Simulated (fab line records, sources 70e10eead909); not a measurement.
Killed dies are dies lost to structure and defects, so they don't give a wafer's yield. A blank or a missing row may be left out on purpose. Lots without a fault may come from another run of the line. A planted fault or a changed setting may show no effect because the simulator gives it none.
Chamber matching | flow nand_harc | NHARC_A_WL_FILL_ALD_10 on ald_hk-03: 4 sister chambers
The step deposits SiO2, target thk 50 nm, pulse time 10 s, ald cycles 500. 4 wafers are shown with their chamber, then 8 later ones without.

WAFERS WITH THEIR CHAMBER
wafer  | chamber | heater_power_w (W)
L086.4 | 0       | 499
L088.1 | 1       | 453
L088.4 | 2       | 454
L092.2 | 3       | 424

WAFERS WITHOUT THEIR CHAMBER
wafer  | heater_power_w (W)
L092.3 | 449
L092.5 | 464
L094.2 | 452
L094.3 | 452
L094.5 | 457
L096.2 | 499
L096.6 | 440
L096.5 | 490

WHICH CHAMBER EACH WENT THROUGH
wafer  | from the rows above          | in truth
L092.3 | can't be placed: 1 or 2      | 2
L092.5 | can't be placed: 2 or 1      | 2
L094.2 | can't be placed: 1 or 2      | 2
L094.3 | can't be placed: 1 or 2      | 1
L094.5 | can't be placed: 2 or 1      | 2
L096.2 | 0                            | 0
L096.6 | can't be placed: 1 or 2 or 3 | 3
L096.5 | 0                            | 0
Placed correctly: 2 of 8. Can't be placed from these rows: 6 (the true chamber is among the candidates in 6). Placed wrongly: 0.
How it was worked out, from the rows above alone: a wafer's distance from a chamber is the root of the sum, over the readings, of the square of ((its reading less the chamber's mean) divided by the reading's scatter). The wafer belongs to the nearest chamber; if the next one is less than 2 further off, it can't be placed. A chamber's mean is the mean of its shown wafers. The scatter: with one shown wafer a chamber, the root of the mean of the squares of how far each hidden wafer lies from its nearest shown one.
